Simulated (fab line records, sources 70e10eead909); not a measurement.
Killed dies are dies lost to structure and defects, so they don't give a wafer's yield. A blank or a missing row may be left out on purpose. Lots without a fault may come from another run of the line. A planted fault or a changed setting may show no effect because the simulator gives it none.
Chamber matching | flow nand_harc | NHARC_P_GATE_STRIP_108 on rie_diel-13: 4 sister chambers
The step strips in O2. 4 wafers are shown with their chamber, then 9 later ones without.

WAFERS WITH THEIR CHAMBER
wafer  | chamber | showerhead_plenum_p_Torr (Torr)
L079.1 | 1       | 3.62
L079.6 | 0       | 3.60
L086.4 | 2       | 3.70
L086.6 | 3       | 3.42

WAFERS WITHOUT THEIR CHAMBER
wafer  | showerhead_plenum_p_Torr (Torr)
L091.1 | 3.41
L091.2 | 3.62
L091.4 | 3.60
L091.3 | 3.70
L091.5 | 3.70
L091.6 | 3.62
L094.1 | 3.41
L094.2 | 3.70
L094.5 | 3.70

WHICH CHAMBER EACH WENT THROUGH
wafer  | from the rows above | in truth
L091.1 | 3                   | 3
L091.2 | 1                   | 1
L091.4 | 0                   | 0
L091.3 | 2                   | 2
L091.5 | 2                   | 2
L091.6 | 1                   | 1
L094.1 | 3                   | 3
L094.2 | 2                   | 2
L094.5 | 2                   | 2
Placed correctly: 9 of 9. Can't be placed from these rows: 0. Placed wrongly: 0.
How it was worked out, from the rows above alone: a wafer's distance from a chamber is the root of the sum, over the readings, of the square of ((its reading less the chamber's mean) divided by the reading's scatter). The wafer belongs to the nearest chamber; if the next one is less than 2 further off, it can't be placed. A chamber's mean is the mean of its shown wafers. The scatter: with one shown wafer a chamber, the root of the mean of the squares of how far each hidden wafer lies from its nearest shown one.
